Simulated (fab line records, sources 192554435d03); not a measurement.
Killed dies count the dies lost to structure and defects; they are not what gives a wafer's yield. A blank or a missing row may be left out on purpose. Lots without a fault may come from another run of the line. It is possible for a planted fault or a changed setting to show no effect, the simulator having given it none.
Which tool did it? || flow n5-finfet || 30 wafers from 11 lots sampled at 4 of the route's 1938 steps

## WHAT THE GAUGES SHOWED, per wafer
The record holds no reading of a measuring or inspecting step that can be judged against a usual standard deviation.

## EACH LOT AND THE TOOL THAT RAN IT (in order: tool; ch and the chambers of the sampled wafers; start)
{"lot": "L291", "N5_BEOL_M9_PRE_CLEAN_45": "pvd-sputter-03, day 11 08:40", "N5_BEOL_M10_ETCH_61": "rie-diel-06 ch 1,3, day 11 12:56", "N5_BEOL_M10_ETCH_62": "rie-diel-06 ch 1,3, day 11 12:59", "N5_BEOL_M10_STRIP_19": "rie-diel-04 ch 0,3, day 11 13:17"}
{"lot": "L289", "N5_BEOL_M9_PRE_CLEAN_45": "pvd-sputter-03, day 11 11:43", "N5_BEOL_M10_ETCH_61": "rie-diel-03 ch 0,1,2, day 11 15:59", "N5_BEOL_M10_ETCH_62": "rie-diel-03 ch 0,1,2, day 11 16:02", "N5_BEOL_M10_STRIP_19": "rie-diel-04 ch 0,1,2, day 11 16:32"}
{"lot": "L290", "N5_BEOL_M9_PRE_CLEAN_45": "pvd-sputter-02, day 11 15:48", "N5_BEOL_M10_ETCH_61": "rie-diel-06 ch 1,2,3, day 11 20:58", "N5_BEOL_M10_ETCH_62": "rie-diel-06 ch 1,2,3, day 11 21:01", "N5_BEOL_M10_STRIP_19": "rie-diel-06 ch 1,3, day 11 21:19"}
{"lot": "L292", "N5_BEOL_M9_PRE_CLEAN_45": "pvd-sputter-02, day 11 15:58", "N5_BEOL_M10_ETCH_61": "rie-diel-03 ch 0,2,3, day 11 20:58", "N5_BEOL_M10_ETCH_62": "rie-diel-03 ch 0,2,3, day 11 21:01", "N5_BEOL_M10_STRIP_19": "rie-diel-04 ch 0,1,2, day 11 21:19"}
{"lot": "L295", "N5_BEOL_M9_PRE_CLEAN_45": "pvd-sputter-02, day 12 15:28", "N5_BEOL_M10_ETCH_61": "rie-diel-03 ch 0,1,3, day 12 20:38", "N5_BEOL_M10_ETCH_62": "rie-diel-03 ch 0,1,3, day 12 20:41", "N5_BEOL_M10_STRIP_19": "rie-diel-03 ch 0,2,3, day 12 20:59"}
{"lot": "L294", "N5_BEOL_M9_PRE_CLEAN_45": "pvd-sputter-02, day 12 15:43", "N5_BEOL_M10_ETCH_61": "rie-diel-03 ch 0,3, day 12 20:15", "N5_BEOL_M10_ETCH_62": "rie-diel-03 ch 0,3, day 12 20:18", "N5_BEOL_M10_STRIP_19": "rie-diel-03 ch 1,2, day 12 20:52"}
{"lot": "L298", "N5_BEOL_M9_PRE_CLEAN_45": "pvd-sputter-03, day 13 18:28", "N5_BEOL_M10_ETCH_61": "rie-diel-03 ch 2,3, day 14 00:13", "N5_BEOL_M10_ETCH_62": "rie-diel-03 ch 2,3, day 14 00:16", "N5_BEOL_M10_STRIP_19": "rie-diel-03 ch 0,2, day 14 00:37"}
{"lot": "L304", "N5_BEOL_M9_PRE_CLEAN_45": "pvd-sputter-03, day 15 15:47", "N5_BEOL_M10_ETCH_61": "rie-diel-06 ch 0,2,3, day 15 20:50", "N5_BEOL_M10_ETCH_62": "rie-diel-06 ch 0,2,3, day 15 20:53", "N5_BEOL_M10_STRIP_19": "rie-diel-04 ch 0,3, day 15 21:34"}
{"lot": "L305", "N5_BEOL_M9_PRE_CLEAN_45": "pvd-sputter-03, day 15 16:11", "N5_BEOL_M10_ETCH_61": "rie-diel-06 ch 0,1, day 15 21:55", "N5_BEOL_M10_ETCH_62": "rie-diel-06 ch 0,1, day 15 21:58", "N5_BEOL_M10_STRIP_19": "rie-diel-03 ch 2,3, day 15 22:20"}
{"lot": "L307", "N5_BEOL_M9_PRE_CLEAN_45": "pvd-sputter-01, day 15 18:49", "N5_BEOL_M10_ETCH_61": "rie-diel-04 ch 0,1,3, day 15 22:31", "N5_BEOL_M10_ETCH_62": "rie-diel-04 ch 0,1,3, day 15 22:34", "N5_BEOL_M10_STRIP_19": "rie-diel-06 ch 1,2, day 15 22:52"}
{"lot": "L308", "N5_BEOL_M9_PRE_CLEAN_45": "pvd-sputter-03, day 16 07:10", "N5_BEOL_M10_ETCH_61": "rie-diel-04 ch 0,2, day 16 11:10", "N5_BEOL_M10_ETCH_62": "rie-diel-04 ch 0,2, day 16 11:13", "N5_BEOL_M10_STRIP_19": "rie-diel-03 ch 1,2,3, day 16 11:38"}
- N5_BEOL_M9_PRE_CLEAN_45: time 30 s.
- N5_BEOL_M10_ETCH_61: etches SiARC in CF4, target depth 39 nm, time 65 s.
- N5_BEOL_M10_ETCH_62: etches SOC in N2/H2, target depth 110 nm, overetch 22 nm, time 165 s.
- N5_BEOL_M10_STRIP_19: strips in O2.

## WHAT THE TOOLS THEMSELVES READ (means of the sampled wafers that have a number; where no wafer has one, the mark that the record gives instead)
N5_BEOL_M9_PRE_CLEAN_45. Usual: heater-power-w 338 W, standard deviation 22.
{"lot": "L291", "tool": "pvd-sputter-03", "heater-power-w (W)": 340, "flag": ""}
{"lot": "L289", "tool": "pvd-sputter-03", "heater-power-w (W)": 348, "flag": ""}
{"lot": "L290", "tool": "pvd-sputter-02", "heater-power-w (W)": 327, "flag": ""}
{"lot": "L292", "tool": "pvd-sputter-02", "heater-power-w (W)": 322, "flag": ""}
{"lot": "L295", "tool": "pvd-sputter-02", "heater-power-w (W)": 342, "flag": ""}
{"lot": "L294", "tool": "pvd-sputter-02", "heater-power-w (W)": 345, "flag": ""}
{"lot": "L298", "tool": "pvd-sputter-03", "heater-power-w (W)": 337, "flag": ""}
{"lot": "L304", "tool": "pvd-sputter-03", "heater-power-w (W)": 336, "flag": ""}
{"lot": "L305", "tool": "pvd-sputter-03", "heater-power-w (W)": 344, "flag": ""}
{"lot": "L307", "tool": "pvd-sputter-01", "heater-power-w (W)": 324, "flag": ""}
{"lot": "L308", "tool": "pvd-sputter-03", "heater-power-w (W)": 337, "flag": ""}

N5_BEOL_M10_ETCH_61. Usual: drypump-motor-current-A 5.7 A, standard deviation 0.54; etch-rf-on-time-s 65.0 s, standard deviation 1.3; oes-product-au 0.69 a.u., standard deviation 0.07; rf-vpp-V 183.8 V, standard deviation 1.2; showerhead-plenum-p-Torr 2.13 Torr, standard deviation 0.075; throttle-valve-pct 15.58 %, standard deviation 0.17.
{"lot": "L291", "tool": "rie-diel-06", "drypump-motor-current-A (A)": 5.5, "etch-rf-on-time-s (s)": 62.5, "oes-product-au (a.u.)": 0.76, "rf-vpp-V (V)": 186.1, "showerhead-plenum-p-Torr (Torr)": 2.27, "throttle-valve-pct (%)": 15.67, "flag": ""}
{"lot": "L289", "tool": "rie-diel-03", "drypump-motor-current-A (A)": 5.7, "etch-rf-on-time-s (s)": 65.9, "oes-product-au (a.u.)": 0.66, "rf-vpp-V (V)": 185.0, "showerhead-plenum-p-Torr (Torr)": 2.15, "throttle-valve-pct (%)": 15.60, "flag": ""}
{"lot": "L290", "tool": "rie-diel-06", "drypump-motor-current-A (A)": 5.4, "etch-rf-on-time-s (s)": 63.0, "oes-product-au (a.u.)": 0.77, "rf-vpp-V (V)": 185.1, "showerhead-plenum-p-Torr (Torr)": 2.24, "throttle-valve-pct (%)": 15.59, "flag": ""}
{"lot": "L292", "tool": "rie-diel-03", "drypump-motor-current-A (A)": 5.5, "etch-rf-on-time-s (s)": 65.5, "oes-product-au (a.u.)": 0.67, "rf-vpp-V (V)": 184.0, "showerhead-plenum-p-Torr (Torr)": 2.12, "throttle-valve-pct (%)": 15.62, "flag": ""}
{"lot": "L295", "tool": "rie-diel-03", "drypump-motor-current-A (A)": 5.7, "etch-rf-on-time-s (s)": 70.0, "oes-product-au (a.u.)": 0.63, "rf-vpp-V (V)": 183.9, "showerhead-plenum-p-Torr (Torr)": 2.15, "throttle-valve-pct (%)": 15.52, "flag": "OFF"}
{"lot": "L294", "tool": "rie-diel-03", "drypump-motor-current-A (A)": 5.5, "etch-rf-on-time-s (s)": 65.6, "oes-product-au (a.u.)": 0.65, "rf-vpp-V (V)": 183.2, "showerhead-plenum-p-Torr (Torr)": 2.12, "throttle-valve-pct (%)": 15.54, "flag": ""}
{"lot": "L298", "tool": "rie-diel-03", "drypump-motor-current-A (A)": 5.7, "etch-rf-on-time-s (s)": 73.4, "oes-product-au (a.u.)": 0.63, "rf-vpp-V (V)": 184.1, "showerhead-plenum-p-Torr (Torr)": 2.06, "throttle-valve-pct (%)": 15.62, "flag": "OFF"}
{"lot": "L304", "tool": "rie-diel-06", "drypump-motor-current-A (A)": 5.2, "etch-rf-on-time-s (s)": 63.9, "oes-product-au (a.u.)": 0.72, "rf-vpp-V (V)": 185.0, "showerhead-plenum-p-Torr (Torr)": 2.20, "throttle-valve-pct (%)": 15.64, "flag": ""}
{"lot": "L305", "tool": "rie-diel-06", "drypump-motor-current-A (A)": 5.6, "etch-rf-on-time-s (s)": 64.3, "oes-product-au (a.u.)": 0.70, "rf-vpp-V (V)": 184.9, "showerhead-plenum-p-Torr (Torr)": 2.21, "throttle-valve-pct (%)": 15.60, "flag": ""}
{"lot": "L307", "tool": "rie-diel-04", "drypump-motor-current-A (A)": 5.5, "etch-rf-on-time-s (s)": 64.8, "oes-product-au (a.u.)": 0.69, "rf-vpp-V (V)": 182.9, "showerhead-plenum-p-Torr (Torr)": 2.07, "throttle-valve-pct (%)": 15.48, "flag": ""}
{"lot": "L308", "tool": "rie-diel-04", "drypump-motor-current-A (A)": 5.6, "etch-rf-on-time-s (s)": 66.0, "oes-product-au (a.u.)": 0.69, "rf-vpp-V (V)": 182.7, "showerhead-plenum-p-Torr (Torr)": 2.07, "throttle-valve-pct (%)": 15.70, "flag": ""}

N5_BEOL_M10_ETCH_62. Usual: drypump-motor-current-A 5.7 A, standard deviation 0.54; h2-flow-sccm 199.9 sccm, standard deviation 0.55; oes-product-au 0.68 a.u., standard deviation 0.066; rf-vpp-V 523.4 V, standard deviation 2.8; showerhead-plenum-p-Torr 2.52 Torr, standard deviation 0.088; throttle-valve-pct 17.72 %, standard deviation 0.22.
{"lot": "L291", "tool": "rie-diel-06", "drypump-motor-current-A (A)": 5.5, "h2-flow-sccm (sccm)": 199.9, "oes-product-au (a.u.)": 0.74, "rf-vpp-V (V)": 528.5, "showerhead-plenum-p-Torr (Torr)": 2.69, "throttle-valve-pct (%)": 17.75, "flag": ""}
{"lot": "L289", "tool": "rie-diel-03", "drypump-motor-current-A (A)": 5.7, "h2-flow-sccm (sccm)": 199.6, "oes-product-au (a.u.)": 0.67, "rf-vpp-V (V)": 524.6, "showerhead-plenum-p-Torr (Torr)": 2.54, "throttle-valve-pct (%)": 17.71, "flag": ""}
{"lot": "L290", "tool": "rie-diel-06", "drypump-motor-current-A (A)": 5.4, "h2-flow-sccm (sccm)": 200.0, "oes-product-au (a.u.)": 0.75, "rf-vpp-V (V)": 527.9, "showerhead-plenum-p-Torr (Torr)": 2.65, "throttle-valve-pct (%)": 17.68, "flag": ""}
{"lot": "L292", "tool": "rie-diel-03", "drypump-motor-current-A (A)": 5.5, "h2-flow-sccm (sccm)": 199.8, "oes-product-au (a.u.)": 0.66, "rf-vpp-V (V)": 523.0, "showerhead-plenum-p-Torr (Torr)": 2.51, "throttle-valve-pct (%)": 17.82, "flag": ""}
{"lot": "L295", "tool": "rie-diel-03", "drypump-motor-current-A (A)": 5.7, "h2-flow-sccm (sccm)": 200.7, "oes-product-au (a.u.)": 0.65, "rf-vpp-V (V)": 523.7, "showerhead-plenum-p-Torr (Torr)": 2.54, "throttle-valve-pct (%)": 17.66, "flag": ""}
{"lot": "L294", "tool": "rie-diel-03", "drypump-motor-current-A (A)": 5.5, "h2-flow-sccm (sccm)": 200.4, "oes-product-au (a.u.)": 0.65, "rf-vpp-V (V)": 522.7, "showerhead-plenum-p-Torr (Torr)": 2.50, "throttle-valve-pct (%)": 17.76, "flag": ""}
{"lot": "L298", "tool": "rie-diel-03", "drypump-motor-current-A (A)": 5.7, "h2-flow-sccm (sccm)": 199.8, "oes-product-au (a.u.)": 0.67, "rf-vpp-V (V)": 521.6, "showerhead-plenum-p-Torr (Torr)": 2.44, "throttle-valve-pct (%)": 17.88, "flag": ""}
{"lot": "L304", "tool": "rie-diel-06", "drypump-motor-current-A (A)": 5.2, "h2-flow-sccm (sccm)": 199.6, "oes-product-au (a.u.)": 0.71, "rf-vpp-V (V)": 525.7, "showerhead-plenum-p-Torr (Torr)": 2.60, "throttle-valve-pct (%)": 17.75, "flag": ""}
{"lot": "L305", "tool": "rie-diel-06", "drypump-motor-current-A (A)": 5.6, "h2-flow-sccm (sccm)": 200.3, "oes-product-au (a.u.)": 0.70, "rf-vpp-V (V)": 526.2, "showerhead-plenum-p-Torr (Torr)": 2.62, "throttle-valve-pct (%)": 17.81, "flag": ""}
{"lot": "L307", "tool": "rie-diel-04", "drypump-motor-current-A (A)": 5.5, "h2-flow-sccm (sccm)": 199.7, "oes-product-au (a.u.)": 0.68, "rf-vpp-V (V)": 521.2, "showerhead-plenum-p-Torr (Torr)": 2.44, "throttle-valve-pct (%)": 17.60, "flag": ""}
{"lot": "L308", "tool": "rie-diel-04", "drypump-motor-current-A (A)": 5.6, "h2-flow-sccm (sccm)": 200.2, "oes-product-au (a.u.)": 0.68, "rf-vpp-V (V)": 521.4, "showerhead-plenum-p-Torr (Torr)": 2.45, "throttle-valve-pct (%)": 17.94, "flag": ""}

N5_BEOL_M10_STRIP_19. Usual: drypump-motor-current-A 5.7 A, standard deviation 0.54; oes-product-au 0.77 a.u., standard deviation 0.075; rf-vpp-V 3.7 V, standard deviation 0.61; showerhead-plenum-p-Torr 2.06 Torr, standard deviation 0.06; throttle-valve-pct 16.65 %, standard deviation 0.21.
{"lot": "L291", "tool": "rie-diel-04", "drypump-motor-current-A (A)": 5.3, "oes-product-au (a.u.)": 0.74, "rf-vpp-V (V)": 3.8, "showerhead-plenum-p-Torr (Torr)": 2.05, "throttle-valve-pct (%)": 16.69, "flag": ""}
{"lot": "L289", "tool": "rie-diel-04", "drypump-motor-current-A (A)": 5.8, "oes-product-au (a.u.)": 0.72, "rf-vpp-V (V)": 4.3, "showerhead-plenum-p-Torr (Torr)": 2.02, "throttle-valve-pct (%)": 16.76, "flag": ""}
{"lot": "L290", "tool": "rie-diel-06", "drypump-motor-current-A (A)": 5.6, "oes-product-au (a.u.)": 0.87, "rf-vpp-V (V)": 3.5, "showerhead-plenum-p-Torr (Torr)": 2.21, "throttle-valve-pct (%)": 16.61, "flag": ""}
{"lot": "L292", "tool": "rie-diel-04", "drypump-motor-current-A (A)": 5.8, "oes-product-au (a.u.)": 0.73, "rf-vpp-V (V)": 3.8, "showerhead-plenum-p-Torr (Torr)": 2.02, "throttle-valve-pct (%)": 16.77, "flag": ""}
{"lot": "L295", "tool": "rie-diel-03", "drypump-motor-current-A (A)": 5.5, "oes-product-au (a.u.)": 0.77, "rf-vpp-V (V)": 3.2, "showerhead-plenum-p-Torr (Torr)": 2.07, "throttle-valve-pct (%)": 16.70, "flag": ""}
{"lot": "L294", "tool": "rie-diel-03", "drypump-motor-current-A (A)": 6.1, "oes-product-au (a.u.)": 0.78, "rf-vpp-V (V)": 4.2, "showerhead-plenum-p-Torr (Torr)": 2.06, "throttle-valve-pct (%)": 16.50, "flag": ""}
{"lot": "L298", "tool": "rie-diel-03", "drypump-motor-current-A (A)": 5.5, "oes-product-au (a.u.)": 0.76, "rf-vpp-V (V)": 4.0, "showerhead-plenum-p-Torr (Torr)": 2.10, "throttle-valve-pct (%)": 16.81, "flag": ""}
{"lot": "L304", "tool": "rie-diel-04", "drypump-motor-current-A (A)": 5.5, "oes-product-au (a.u.)": 0.91, "rf-vpp-V (V)": 3.6, "showerhead-plenum-p-Torr (Torr)": 2.05, "throttle-valve-pct (%)": 16.44, "flag": ""}
{"lot": "L305", "tool": "rie-diel-03", "drypump-motor-current-A (A)": 5.7, "oes-product-au (a.u.)": 0.74, "rf-vpp-V (V)": 3.9, "showerhead-plenum-p-Torr (Torr)": 2.01, "throttle-valve-pct (%)": 16.74, "flag": ""}
{"lot": "L307", "tool": "rie-diel-06", "drypump-motor-current-A (A)": 5.7, "oes-product-au (a.u.)": 0.83, "rf-vpp-V (V)": 3.5, "showerhead-plenum-p-Torr (Torr)": 2.17, "throttle-valve-pct (%)": 16.56, "flag": ""}
{"lot": "L308", "tool": "rie-diel-03", "drypump-motor-current-A (A)": 5.9, "oes-product-au (a.u.)": 0.75, "rf-vpp-V (V)": 3.9, "showerhead-plenum-p-Torr (Torr)": 2.03, "throttle-valve-pct (%)": 16.63, "flag": ""}

## THE ANSWER, worked out from the rows above alone
Rule: a lot counts as off when the mean over its wafers that have a number is more than 3 standard deviations away from the usual mean. Also off: a lot with no number at a reading for which 4 or more lots have one. Where the step has rows for the other lots, those lots are counted as sound. First the gauges in route order, then the tools' own readings, where a lot's mean is used as printed above. The first step at which some lot is off is used, and at that step the reading that is off furthest; a lot without a number counts as furthest.
Off: L295, L298, at N5_BEOL_M10_ETCH_61 (etch-rf-on-time-s).
A tool fits if, at that step or a process step before it, it ran every lot that is off, and no sound lot after the first of them. One fits: N5_BEOL_M10_ETCH_61 on rie-diel-03. A fault onset in the window from L294 (day 12 20:15, its last sound lot) to L295 (day 12 20:38, its first lot off) fits.
The tool's own readings at N5_BEOL_M10_ETCH_61 bear it out: on the lots that are off they differ by more than 5 times the standard deviation of the sound lots' means. etch-rf-on-time-s reads 71.7 s there against 64.6 s on the sound lots.

## WHAT THE SIMULATOR HAD PUT IN
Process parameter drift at N5_BEOL_M10_ETCH_61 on rie-diel-03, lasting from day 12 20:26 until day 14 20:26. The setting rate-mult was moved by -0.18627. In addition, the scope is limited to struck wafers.
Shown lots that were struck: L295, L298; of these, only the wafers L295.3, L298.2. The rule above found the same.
